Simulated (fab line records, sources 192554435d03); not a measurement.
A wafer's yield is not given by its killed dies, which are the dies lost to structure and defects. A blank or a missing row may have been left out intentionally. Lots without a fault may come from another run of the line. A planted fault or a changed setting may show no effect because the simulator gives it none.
Matching of chambers | flow n5Finfet | N5_HKMG_FIN_ALD_91 on aldMetal-03 has 4 sister chambers
The step deposits TiN, target thk 1 nm, pulse time 1 s, purge time 3 s. 20 wafers are shown with their chamber, then 10 later ones without.

== WAFERS PAIRED WITH THEIR CHAMBERS ==
wafer  | chamber | heaterPowerW (W) | precursorPulseHeightRel
L075.2 | 3       | 969              | 1.017
L075.3 | 1       | 827              | 0.992
L075.5 | 2       | 892              | 1.007
L077.1 | 0       | 1038             | 1.023
L077.2 | 1       | 847              | 0.990
L077.6 | 2       | 889              | 1.014
L083.1 | 0       | 1021             | 1.002
L083.2 | 2       | 878              | 0.986
L083.3 | 3       | 953              | 1.028
L084.1 | 1       | 827              | 0.991
L084.5 | 3       | 957              | 0.978
L084.6 | 2       | 865              | 0.997
L086.1 | 1       | 810              | 0.984
L086.3 | 2       | 907              | 1.003
L086.5 | 3       | 982              | 0.977
L088.3 | 0       | 1043             | 1.012
L088.5 | 2       | 884              | 1.001
L088.6 | 1       | 800              | 1.004
L092.2 | 3       | 951              | 0.983
L092.3 | 2       | 878              | 0.989

SIGNATURES (means of the wafers above)
reading                 | chamber 0 | chamber 1 | chamber 2 | chamber 3 | scatter within a chamber
heaterPowerW            | 1034.00   | 822.20    | 884.71    | 962.40    | 14.3
precursorPulseHeightRel | 1.01233   | 0.99220   | 0.99957   | 0.99660   | 0.0144
Rule: distance of a wafer from a chamber = root of the sum over the readings of ((wafer's reading minus chamber's mean) / reading's scatter) squared. The wafer belongs to the nearest chamber; if the next one is less than 2 further off, it can't be placed. How the scatter is found: for the shown wafers, subtract from each reading the mean of its chamber, square and add these, divide the total by (wafers less chambers), then take the root.

== WAFERS WHOSE CHAMBER IS MISSING ==
wafer  | heaterPowerW (W) | precursorPulseHeightRel
L092.6 | 1074             | 0.974
L093.1 | 1062             | 1.010
L093.2 | 851              | 0.975
L093.3 | 949              | 1.038
L093.4 | 1051             | 1.000
L093.5 | 896              | 0.967
L093.6 | 953              | 1.025
L096.1 | 970              | 0.997
L096.3 | 809              | 0.990
L096.4 | 879              | 1.020

== WHICH CHAMBER EACH ONE RAN IN ==
wafer  | from the rows above     | in truth
L092.6 | 0                       | 0
L093.1 | 0                       | 0
L093.2 | can't be placed: 1 or 2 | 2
L093.3 | 3                       | 3
L093.4 | 0                       | 0
L093.5 | 2                       | 2
L093.6 | 3                       | 3
L096.1 | 3                       | 3
L096.3 | 1                       | 1
L096.4 | 2                       | 2
Correctly placed: 9 of 10. These rows do not allow placing 1 (true chamber among the candidates in 1). Wrongly placed: 0.
